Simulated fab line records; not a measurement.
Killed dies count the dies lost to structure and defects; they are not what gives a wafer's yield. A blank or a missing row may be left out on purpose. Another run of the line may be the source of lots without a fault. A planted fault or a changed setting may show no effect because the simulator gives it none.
Matching of chambers || flow n5 finfet || N5_FIN_CUT_CUT_ETCH_15 on rie si-06 has 4 sister chambers
The step etches Si in HBr/Cl2/O2, target depth 100 nm, bt time 10 s, time 42.4 s. 8 wafers are shown with their chamber, then 8 later ones without.

== WAFERS WITH THEIR CHAMBER ==
{"wafer": "L080.6", "chamber": 1, "oes_o_777_au (a.u.)": 1.07, "drypump motor current A (A)": 5.3}
{"wafer": "L081.1", "chamber": 3, "oes_o_777_au (a.u.)": 0.99, "drypump motor current A (A)": 6.2}
{"wafer": "L085.5", "chamber": 3, "oes_o_777_au (a.u.)": 0.99, "drypump motor current A (A)": 6.2}
{"wafer": "L086.1", "chamber": 2, "oes_o_777_au (a.u.)": 0.93, "drypump motor current A (A)": 5.2}
{"wafer": "L088.2", "chamber": 1, "oes_o_777_au (a.u.)": 1.05, "drypump motor current A (A)": 5.4}
{"wafer": "L088.3", "chamber": 0, "oes_o_777_au (a.u.)": 1.09, "drypump motor current A (A)": 5.9}
{"wafer": "L088.5", "chamber": 2, "oes_o_777_au (a.u.)": 0.93, "drypump motor current A (A)": 5.2}
{"wafer": "L089.1", "chamber": 0, "oes_o_777_au (a.u.)": 1.10, "drypump motor current A (A)": 5.9}

== WAFERS MISSING THEIR CHAMBER ==
{"wafer": "L089.3", "oes_o_777_au (a.u.)": 0.92, "drypump motor current A (A)": 5.2}
{"wafer": "L089.4", "oes_o_777_au (a.u.)": 0.99, "drypump motor current A (A)": 6.2}
{"wafer": "L090.4", "oes_o_777_au (a.u.)": 0.92, "drypump motor current A (A)": 5.2}
{"wafer": "L090.5", "oes_o_777_au (a.u.)": 0.99, "drypump motor current A (A)": 6.2}
{"wafer": "L090.6", "oes_o_777_au (a.u.)": 0.93, "drypump motor current A (A)": 5.2}
{"wafer": "L094.1", "oes_o_777_au (a.u.)": 1.08, "drypump motor current A (A)": 5.9}
{"wafer": "L094.2", "oes_o_777_au (a.u.)": 0.99, "drypump motor current A (A)": 6.2}
{"wafer": "L094.3", "oes_o_777_au (a.u.)": 0.93, "drypump motor current A (A)": 5.2}

== CHAMBER TAKEN BY EACH ==
{"wafer": "L089.3", "from the rows above": 2, "in truth": 2}
{"wafer": "L089.4", "from the rows above": 3, "in truth": 3}
{"wafer": "L090.4", "from the rows above": 2, "in truth": 2}
{"wafer": "L090.5", "from the rows above": 3, "in truth": 3}
{"wafer": "L090.6", "from the rows above": 2, "in truth": 2}
{"wafer": "L094.1", "from the rows above": 0, "in truth": 0}
{"wafer": "L094.2", "from the rows above": 3, "in truth": 3}
{"wafer": "L094.3", "from the rows above": 2, "in truth": 2}
Correctly placed: 8 of 8. Number that these rows cannot place: 0. 0 placed wrongly.
How it was worked out, from the rows above alone: a wafer's distance from a chamber is the root of the sum, over the readings, of the square of ((its reading less the chamber's mean) divided by the reading's scatter). The wafer belongs to the nearest chamber; if the next one is less than 2 further off, it can't be placed. The mean given for a chamber averages the wafers shown for that chamber. How the scatter is found: for the shown wafers, subtract from each reading the mean of its chamber, square and add these, divide the total by (wafers less chambers), then take the root.
